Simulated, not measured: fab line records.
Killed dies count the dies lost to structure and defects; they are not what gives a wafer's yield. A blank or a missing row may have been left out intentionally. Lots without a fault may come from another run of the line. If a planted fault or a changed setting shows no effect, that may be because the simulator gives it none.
Matching of chambers / flow nand-harc / NHARC_A_STAIRCASE_ALD_420 on ald-hk-04 has 4 sister chambers
The step deposits SiO2, target thk 20 nm, pulse time 6 s, ald cycles 200. 20 wafers are shown with their chamber, then 10 later ones without.

== WAFERS WITH THEIR CHAMBER ==
wafer=L076.4; chamber=1; heater-power-w (W)=361; precursor-pulse-height-rel=1.005
wafer=L076.5; chamber=3; heater-power-w (W)=406; precursor-pulse-height-rel=1.004
wafer=L076.6; chamber=2; heater-power-w (W)=497; precursor-pulse-height-rel=1.004
wafer=L077.1; chamber=3; heater-power-w (W)=402; precursor-pulse-height-rel=1.011
wafer=L077.4; chamber=1; heater-power-w (W)=375; precursor-pulse-height-rel=1.017
wafer=L077.6; chamber=0; heater-power-w (W)=431; precursor-pulse-height-rel=1.048
wafer=L075.2; chamber=2; heater-power-w (W)=494; precursor-pulse-height-rel=1.036
wafer=L075.3; chamber=3; heater-power-w (W)=394; precursor-pulse-height-rel=1.008
wafer=L075.4; chamber=1; heater-power-w (W)=362; precursor-pulse-height-rel=0.984
wafer=L081.2; chamber=1; heater-power-w (W)=376; precursor-pulse-height-rel=0.963
wafer=L081.4; chamber=0; heater-power-w (W)=443; precursor-pulse-height-rel=0.985
wafer=L081.5; chamber=0; heater-power-w (W)=440; precursor-pulse-height-rel=1.009
wafer=L082.3; chamber=1; heater-power-w (W)=373; precursor-pulse-height-rel=1.001
wafer=L082.5; chamber=0; heater-power-w (W)=446; precursor-pulse-height-rel=1.020
wafer=L082.6; chamber=1; heater-power-w (W)=374; precursor-pulse-height-rel=1.018
wafer=L083.2; chamber=1; heater-power-w (W)=368; precursor-pulse-height-rel=0.986
wafer=L083.3; chamber=3; heater-power-w (W)=401; precursor-pulse-height-rel=0.987
wafer=L083.4; chamber=2; heater-power-w (W)=487; precursor-pulse-height-rel=1.003
wafer=L083.1; chamber=0; heater-power-w (W)=434; precursor-pulse-height-rel=1.022
wafer=L083.5; chamber=2; heater-power-w (W)=484; precursor-pulse-height-rel=1.042

SIGNATURES (means of the wafers above)
reading=heater-power-w; chamber 0=438.80; chamber 1=369.86; chamber 2=490.50; chamber 3=400.75; scatter within a chamber=5.99
reading=precursor-pulse-height-rel; chamber 0=1.01680; chamber 1=0.99629; chamber 2=1.02125; chamber 3=1.00250; scatter within a chamber=0.0195
Rule: for a wafer and a chamber, the distance is found by dividing, reading by reading, the gap between the wafer's reading and the chamber's mean by the reading's scatter, squaring, summing and taking the root. The wafer belongs to the nearest chamber; if the next one is less than 2 further off, it can't be placed. How the scatter is found: for the shown wafers, subtract from each reading the mean of its chamber, square and add these, divide the total by (wafers less chambers), then take the root.

== WAFERS WITHOUT THEIR CHAMBER ==
wafer=L083.6; heater-power-w (W)=410; precursor-pulse-height-rel=0.994
wafer=L085.2; heater-power-w (W)=408; precursor-pulse-height-rel=0.992
wafer=L085.3; heater-power-w (W)=386; precursor-pulse-height-rel=1.013
wafer=L085.4; heater-power-w (W)=485; precursor-pulse-height-rel=1.002
wafer=L093.1; heater-power-w (W)=441; precursor-pulse-height-rel=1.003
wafer=L093.4; heater-power-w (W)=468; precursor-pulse-height-rel=1.036
wafer=L093.6; heater-power-w (W)=363; precursor-pulse-height-rel=1.038
wafer=L094.2; heater-power-w (W)=371; precursor-pulse-height-rel=1.028
wafer=L094.3; heater-power-w (W)=402; precursor-pulse-height-rel=1.009
wafer=L094.4; heater-power-w (W)=434; precursor-pulse-height-rel=1.037

== THE CHAMBER EACH PASSED THROUGH ==
wafer=L083.6; from the rows above=3; in truth=3
wafer=L085.2; from the rows above=3; in truth=3
wafer=L085.3; from the rows above=can't be placed: 3 or 1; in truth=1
wafer=L085.4; from the rows above=2; in truth=2
wafer=L093.1; from the rows above=0; in truth=0
wafer=L093.4; from the rows above=can't be placed: 2 or 0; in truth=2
wafer=L093.6; from the rows above=1; in truth=1
wafer=L094.2; from the rows above=1; in truth=1
wafer=L094.3; from the rows above=3; in truth=3
wafer=L094.4; from the rows above=0; in truth=0
Correct placement for 8 of the 10. Can't be placed from these rows: 2 (the true chamber is among the candidates in 2). Number placed wrongly: 0.
